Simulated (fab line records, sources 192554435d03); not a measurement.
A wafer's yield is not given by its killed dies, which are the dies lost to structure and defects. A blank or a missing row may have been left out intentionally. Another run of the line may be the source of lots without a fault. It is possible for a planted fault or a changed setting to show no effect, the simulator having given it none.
Matching of chambers ; flow n5_finfet ; N5_BEOL_M0_CUTY_ETCH_62 on rie_diel-01 has 4 sister chambers
The step etches SiARC in CF4, time 58.5 s. 27 wafers are shown with their chamber, then 12 later ones without.

## WAFERS, EACH WITH ITS CHAMBER
wafer;chamber;showerhead_plenum_p_Torr (Torr);oes_product_au (a.u.);throttle_valve_pct (%)
L074.1;0;2.22;0.61;15.96
L074.2;3;2.06;0.63;15.75
L074.3;2;2.13;0.60;15.84
L077.1;0;2.22;0.60;15.99
L077.2;1;2.11;0.82;15.66
L077.5;2;2.13;0.60;15.86
L079.1;2;2.13;0.59;15.85
L079.2;1;2.11;0.81;15.68
L079.6;3;2.06;0.62;15.75
L080.1;2;2.12;0.59;15.88
L080.3;1;2.11;0.80;15.67
L080.5;2;2.12;0.59;15.88
L081.1;3;2.06;0.62;15.78
L081.2;1;2.11;0.80;15.68
L081.6;2;2.12;0.60;15.86
L082.1;2;2.12;0.59;15.86
L082.4;3;2.06;0.62;15.77
L082.5;0;2.22;0.59;15.99
L083.3;3;2.05;0.62;15.76
L083.4;1;2.11;0.79;15.67
L083.6;2;2.12;0.59;15.87
L085.1;2;2.12;0.58;15.88
L085.2;3;2.05;0.61;15.78
L085.4;1;2.10;0.78;15.68
L087.1;3;2.05;0.60;15.80
L087.2;2;2.12;0.57;15.89
L087.3;0;2.21;0.59;16.01

SIGNATURES (averages over the wafers above)
reading;chamber 0;chamber 1;chamber 2;chamber 3;scatter within a chamber
showerhead_plenum_p_Torr;2.2175;2.1083;2.1230;2.0557;0.00484
oes_product_au;0.5975;0.8000;0.5900;0.6171;0.0107
throttle_valve_pct;15.9875;15.6733;15.8670;15.7700;0.0159
Rule: a wafer lies at a distance from a chamber equal to the root of the sum of squares, over the readings, of (its reading less the chamber's mean, divided by the reading's scatter). The wafer belongs to the nearest chamber; if the next one is less than 2 further off, it can't be placed. How the scatter is found: for the shown wafers, subtract from each reading the mean of its chamber, square and add these, divide the total by (wafers less chambers), then take the root.

## WAFERS WHOSE CHAMBER IS MISSING
wafer;showerhead_plenum_p_Torr (Torr);oes_product_au (a.u.);throttle_valve_pct (%)
L089.2;2.21;0.58;16.02
L089.3;2.05;0.61;15.80
L089.6;2.10;0.77;15.69
L090.1;2.05;0.61;15.80
L090.3;2.10;0.77;15.70
L090.5;2.10;0.77;15.71
L096.1;2.10;0.73;15.75
L096.5;2.04;0.59;15.84
L096.6;2.20;0.58;16.06
L097.2;2.04;0.60;15.83
L097.3;2.10;0.74;15.75
L097.6;2.04;0.60;15.82

## WHICH CHAMBER EACH WENT THROUGH
wafer;from the rows above;in truth
L089.2;0;0
L089.3;3;3
L089.6;1;1
L090.1;3;3
L090.3;1;1
L090.5;1;1
L096.1;1;1
L096.5;3;3
L096.6;0;0
L097.2;3;3
L097.3;1;1
L097.6;3;3
Correctly placed: 12 of 12. Can't be placed from these rows: 0. Placed wrongly: 0.
